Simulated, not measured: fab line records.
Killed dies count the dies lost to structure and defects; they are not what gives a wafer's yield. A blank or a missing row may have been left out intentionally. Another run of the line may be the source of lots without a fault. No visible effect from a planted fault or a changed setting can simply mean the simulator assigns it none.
Matching of chambers | flow nandHarc | pecvd-03 running NHARC_A_STAIRCASE_DEP_471: 3 sister chambers
The step deposits SiO2, target thk 100 nm. 16 wafers are shown with their chamber, then 8 later ones without.

WAFERS PAIRED WITH THEIR CHAMBERS
wafer  | chamber | heaterPowerW (W) | throttleValvePct (%)
L076.2 | 0       | 461              | 15.9
L076.5 | 0       | 459              | 15.9
L076.6 | 2       | 459              | 16.0
L078.1 | 0       | 390              | 16.2
L078.5 | 2       | 475              | 16.2
L078.6 | 0       | 391              | 16.1
L084.1 | 0       | 397              | 15.8
L084.2 | 1       | 617              | 16.2
L084.6 | 2       | 391              | 16.3
L083.1 | 0       | 470              | 16.1
L083.2 | 2       | 453              | 16.5
L083.3 | 1       | 561              | 16.3
L087.2 | 2       | 503              | 16.1
L087.4 | 1       | 587              | 16.1
L087.5 | 2       | 367              | 16.1
L087.1 | 0       | 513              | 16.2

SIGNATURES (means of the wafers above)
reading          | chamber 0 | chamber 1 | chamber 2 | scatter within a chamber
heaterPowerW     | 440.14    | 588.33    | 441.33    | 47.1
throttleValvePct | 16.029    | 16.200    | 16.200    | 0.16
Rule: a wafer lies at a distance from a chamber equal to the root of the sum of squares, over the readings, of (its reading less the chamber's mean, divided by the reading's scatter). The wafer belongs to the nearest chamber; if the next one is less than 2 further off, it can't be placed. How the scatter is found: for the shown wafers, subtract from each reading the mean of its chamber, square and add these, divide the total by (wafers less chambers), then take the root.

WAFERS WITH NO CHAMBER GIVEN
wafer  | heaterPowerW (W) | throttleValvePct (%)
L087.3 | 588              | 16.3
L087.6 | 386              | 15.9
L090.2 | 476              | 16.0
L090.5 | 460              | 16.2
L090.6 | 578              | 16.1
L094.1 | 454              | 15.9
L094.4 | 640              | 16.4
L094.5 | 434              | 16.0

EACH ONE'S CHAMBER
wafer  | from the rows above          | in truth
L087.3 | 1                            | 1
L087.6 | can't be placed: 0 or 2      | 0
L090.2 | can't be placed: 0 or 2 or 1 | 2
L090.5 | can't be placed: 2 or 0      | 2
L090.6 | 1                            | 1
L094.1 | can't be placed: 0 or 2      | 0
L094.4 | 1                            | 1
L094.5 | can't be placed: 0 or 2      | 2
3 of 8 placed correctly. Unplaceable from these rows: 5, with the true chamber sitting among the candidates in 5. Number placed wrongly: 0.
